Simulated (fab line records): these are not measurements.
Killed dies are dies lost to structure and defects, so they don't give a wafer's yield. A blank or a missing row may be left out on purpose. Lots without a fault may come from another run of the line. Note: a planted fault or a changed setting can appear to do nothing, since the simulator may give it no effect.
A lot that was struck, set against a sound lot / flow nand-harc / 15 steps out of a route of 1302
Sound: these wafers, L147.2, L147.4, L147.5. Wafers L142.2, L142.4, L142.6 were the ones struck. At the end, the cause is stated.
At each step with rows: each side's tool, then ch and its chambers, then its first start. Under that, the readings that differ: sound wafers / struck wafers / difference of the means / sigmas: that difference in standard deviations of wafers without a fault.
alike: a reading whose means differ by less than 2 such deviations, as well as words and numbers matching on both sides. not compared: withheld readings; readings where some wafer has no value; bounds like >300 that might hide an equal value; numbers whose values overlap and for which the record gives no deviation.
Wherever a step has rows on one side only, a row that says differs or no value, or a row with sigmas, the two part there. Numbers that have no deviation but don't overlap get no sigmas and don't part them. A reading missing from all wafers of one side parts the sides only when that side holds two or more wafers.

NHARC_A_DECK1_JOINT_CMP_02: polishes SiOx.
  sound on cmp-04 ch 1,2,3, day 17 13:34; struck on cmp-01 ch 0,1, day 15 15:08
  alike: motor-current-A
next, for these wafers, 1 step has no rows: NHARC_A_DECK1_JOINT_SRD_15.
NHARC_A_DECK1_JOINT_DEP_16: deposits SiO2, target thk 45 nm.
  sound on pecvd-01 ch 0,1, day 17 13:57; struck on pecvd-01 ch 0,1, day 15 15:34
  alike: heater-power-w, throttle-valve-pct
NHARC_A_DECK1_JOINT_THK_MEAS_17: measures by ellipsometry.
  sound: film-metro-02 at day 17 14:14; struck: film-metro-02 at day 15 15:49
  alike: thk-nm
NHARC_A_DECK1_JOINT_INSPECT_05:
  sound: defect-inspect-01 at day 17 14:16; struck: defect-inspect-02 at day 15 15:51
  alike: raw-defect-count
then, no rows for these wafers at 1 step: NHARC_A_ONON_D2_DEP_00 (target thk 1000 nm).
NHARC_A_ONON_D2_THK_MEAS_02: measures by ellipsometry.
  sound: film-metro-01 at day 17 14:51; struck: film-metro-02 at day 15 16:26
  alike: thk-nm
then, no rows for these wafers at 1 step: NHARC_A_ONON_D2_DEP_03 (target thk 1000 nm).
NHARC_A_ONON_D2_THK_MEAS_05: measures by ellipsometry.
  sound: film-metro-01 at day 17 15:25; struck: film-metro-02 at day 15 17:00
  alike: thk-nm
then, no rows for these wafers at 1 step: NHARC_A_ONON_D2_DEP_06 (target thk 1000 nm).
NHARC_A_ONON_D2_THK_MEAS_08: measures by ellipsometry.
  sound: film-metro-02 at day 17 15:59; struck: film-metro-02 at day 15 17:34
  alike: thk-nm
NHARC_A_ONON_D2_DEP_09: target thk 1000 nm.
  sound on pecvd-onon-01 ch 0, day 17 16:05; struck on pecvd-onon-02 ch 0, day 15 17:40
reading=nh3-flow-sccm (sccm); sound=501.2 499.7 497.3; struck=501.7 502.9 502.7; difference=+3.0; sigmas=+2
NHARC_A_ONON_D2_THK_MEAS_11: measures by ellipsometry.
  sound: film-metro-02 at day 17 16:32; struck: film-metro-01 at day 15 18:08
reading=thk-nm (nm); sound=1014 1011 1014; struck=1635 1634 1635; difference=+622; sigmas=+65
then, no rows for these wafers at 1 step: NHARC_A_ONON_D2_DEP_12 (target thk 1000 nm).
-- jump in the record: it breaks off in module A_ONON_D2 and resumes in module END (first step shown: number 1302 of the route), and 12 days separate the struck wafers' starts before and after --
NHARC_END_SORT_01:
  sound on prober-01 ch 0, day 29 06:53; struck on prober-02 ch 0, day 27 22:07
reading=killed-at-array; sound=105 92 82; struck=671 671 669; difference=+577; sigmas=+29
reading=killed-at-periphery; sound=3 0 0; struck=6 5 8; difference=+5; sigmas=+3
reading=killed-dies; sound=108 92 82; struck=677 677 677; difference=+583; sigmas=+28
  alike: killed-at-other, killed-open, killed-short

WHERE THEY PART
At NHARC_A_ONON_D2_DEP_09 first; at NHARC_END_SORT_01 last (within this record only).

WHY: whatever the simulator had introduced
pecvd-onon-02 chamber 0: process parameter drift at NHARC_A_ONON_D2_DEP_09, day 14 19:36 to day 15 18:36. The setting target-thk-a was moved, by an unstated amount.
